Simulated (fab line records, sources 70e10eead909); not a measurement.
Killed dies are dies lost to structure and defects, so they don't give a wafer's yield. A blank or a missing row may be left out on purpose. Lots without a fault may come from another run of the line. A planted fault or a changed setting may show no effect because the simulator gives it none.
A struck lot beside a sound one | flow nand_harc | 15 steps out of a route of 1159
Sound: wafers L705.1, L705.2, L705.3. Struck: wafers L721.2, L721.6. (L721.3 of the same lot was not struck and is left out.) The cause comes at the end.
At each step with rows: each side's tool, then ch and its chambers, then its first start. Under that, the readings that differ: sound wafers | struck wafers | difference of the means | sigmas: that difference in standard deviations of wafers without a fault.
alike: readings whose means differ by less than 2 such deviations, and words and numbers that are the same on both sides. not compared: withheld readings, readings that some wafer has no value for, bounds like >300 that may hide the same value, and numbers for which the record gives no deviation and whose values overlap.
The two part at a step that has a row with sigmas, a row that says differs or no value, or rows on one side only. Numbers that don't overlap but have no deviation are shown without sigmas and don't part them. A reading that every wafer of one side lacks parts them only if that side has two wafers or more.

first, 7 steps without rows for these wafers: NHARC_A_BLC_COAT_03 (time 65 s); NHARC_A_BLC_COAT_04 (resist thk 90 nm); NHARC_A_BLC_SOFTBAKE_05 (time 55 s); NHARC_A_BLC_EBR_06; NHARC_A_BLC_EXPOSE_07 (exposes mask A BLC, target cd 100 nm); NHARC_A_BLC_PEB_08 (peb time 65 s); NHARC_A_BLC_DEVELOP_09 (develop time 35 s).
NHARC_A_BLC_CD_MEAS_10: target cd 100 nm.
  sound on cd_sem-02 ch 0, day 17 18:52; struck on cd_sem-01 ch 0, day 20 21:50
  alike: cd_nm
NHARC_A_BLC_OVL_MEAS_11:
  sound on overlay-01, day 17 18:56; struck on overlay-01, day 20 21:55
  alike: overlay_x_nm, overlay_y_nm
NHARC_A_BLC_INSPECT_12:
  sound on defect_inspect-01, day 17 18:59; struck on defect_inspect-02, day 20 21:57
  alike: raw_defect_count
NHARC_A_BLC_DESCUM_15: chemistry O2, time 3 s.
  sound on rie_diel-08 ch 0,1,2, day 17 19:02; struck on rie_diel-04 ch 1,3, day 20 22:01
  reading      | sound          | struck    | difference | sigmas
  rf_vpp_V (V) | 58.4 59.1 58.3 | 55.9 57.5 | -1.9       | -2
  alike: drypump_motor_current_A, oes_product_au, showerhead_plenum_p_Torr, throttle_valve_pct
  not compared: rf_hours_counter_h
NHARC_A_BLC_ETCH_16: etches the open film in CF4, target depth 39 nm, time 65 s.
  sound on rie_diel-08 ch 0,1,2, day 17 19:08; struck on rie_diel-04 ch 0,3, day 20 22:06
  reading      | sound             | struck      | difference | sigmas
  rf_vpp_V (V) | 151.8 150.5 153.0 | 150.7 148.2 | -2.3       | -2
  alike: cf4_flow_sccm, drypump_motor_current_A, oes_product_au, showerhead_plenum_p_Torr, throttle_valve_pct
  not compared: rf_hours_counter_h
NHARC_A_BLC_ETCH_17: etches the open film in N2/H2, target depth 390 nm, time 609.38 s.
  sound on rie_diel-08 ch 0,1,2, day 17 19:16; struck on rie_diel-04 ch 0, day 20 22:11
  reading               | sound             | struck      | difference | sigmas
  oes_product_au (a.u.) | 0.997 0.999 0.973 | 0.801 0.802 | -0.188     | -20
  alike: drypump_motor_current_A, rf_vpp_V, showerhead_plenum_p_Torr, throttle_valve_pct
  not compared: rf_hours_counter_h
NHARC_A_BLC_ETCH_18: etches the open film in C4F8/O2/Ar, target depth 910 nm.
  sound on rie_diel-08 ch 0,2,3; struck on rie_diel-04 ch 2,3
  alike: oes_product_au, rf_vpp_V
  not compared: rf_hours_counter_h
-- the record jumps here: 3 days lie between the struck wafers' starts before and after (it left off in module A_BLC and takes up again in module END, whose first step shown is number 1159 of the route) --
NHARC_END_SORT_01:
  sound on prober-01 ch 0, day 20 01:09; struck on prober-02 ch 0, day 23 12:23
  reading         | sound    | struck                                            | difference                   | sigmas
  hold            | - - -    | await_dispo/4.2h/release await_dispo/4.2h/release | no value on the sound wafers |
  killed_at_array | 25 13 17 | 676 673                                           | +656                         | +66
  killed_dies     | 30 15 20 | 677 677                                           | +655                         | +66
  alike: killed_at_other, killed_at_periphery, killed_open, killed_short

WHERE THEY PART
First at NHARC_A_BLC_DESCUM_15; last, within this record, at NHARC_END_SORT_01.

WHY: what the simulator had put in
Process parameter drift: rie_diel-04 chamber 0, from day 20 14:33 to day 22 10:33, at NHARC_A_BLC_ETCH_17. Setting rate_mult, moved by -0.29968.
